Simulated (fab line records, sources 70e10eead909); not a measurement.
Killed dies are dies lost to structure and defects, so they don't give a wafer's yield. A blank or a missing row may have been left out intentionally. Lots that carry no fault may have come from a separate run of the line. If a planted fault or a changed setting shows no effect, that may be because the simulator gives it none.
Matching of chambers | flow nand_harc | 4 sister chambers for NHARC_HYBRID_BOND_ACTIVATE_00 on rie_diel-03
The step chemistry N2, time 60 s. 8 wafers are shown with their chamber, then 10 later ones without.

## EACH WAFER AND ITS CHAMBER
wafer  | chamber | drypump_motor_current_A (A) | oes_product_au (a.u.)
L139.3 | 3       | 4.9                         | 1.008
L141.3 | 1       | 4.8                         | 1.008
L141.4 | 3       | 4.9                         | 0.994
L141.5 | 2       | 6.7                         | 1.004
L140.4 | 2       | 6.6                         | 1.011
L140.5 | 0       | 5.4                         | 0.990
L145.1 | 1       | 4.9                         | 1.012
L145.3 | 0       | 5.4                         | 1.001

## WAFERS WHOSE CHAMBER IS MISSING
wafer  | drypump_motor_current_A (A) | oes_product_au (a.u.)
L145.6 | 5.4                         | 1.002
L143.2 | 5.4                         | 0.992
L143.4 | 4.9                         | 1.005
L143.5 | 6.6                         | 1.012
L144.1 | 4.9                         | 0.999
L144.5 | 5.4                         | 0.999
L144.6 | 4.9                         | 1.004
L151.1 | 5.4                         | 1.005
L151.3 | 6.6                         | 1.004
L151.4 | 4.9                         | 1.005

## THE CHAMBER EACH PASSED THROUGH
wafer  | from the rows above     | in truth
L145.6 | 0                       | 0
L143.2 | 0                       | 0
L143.4 | can't be placed: 3 or 1 | 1
L143.5 | 2                       | 2
L144.1 | can't be placed: 3 or 1 | 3
L144.5 | 0                       | 0
L144.6 | can't be placed: 3 or 1 | 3
L151.1 | 0                       | 0
L151.3 | 2                       | 2
L151.4 | can't be placed: 3 or 1 | 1
Correct placement for 6 of the 10. Can't be placed from these rows: 4 (the true chamber is among the candidates in 4). Wrongly placed: 0.
How it was worked out, from the rows above alone: a wafer's distance from a chamber is the root of the sum, over the readings, of the square of ((its reading less the chamber's mean) divided by the reading's scatter). If the next closest chamber is less than 2 further off than the closest, the wafer can't be placed; otherwise it belongs to the closest. For every chamber, the mean is computed from those of its wafers that are shown. How the scatter is found: for the shown wafers, subtract from each reading the mean of its chamber, square and add these, divide the total by (wafers less chambers), then take the root.
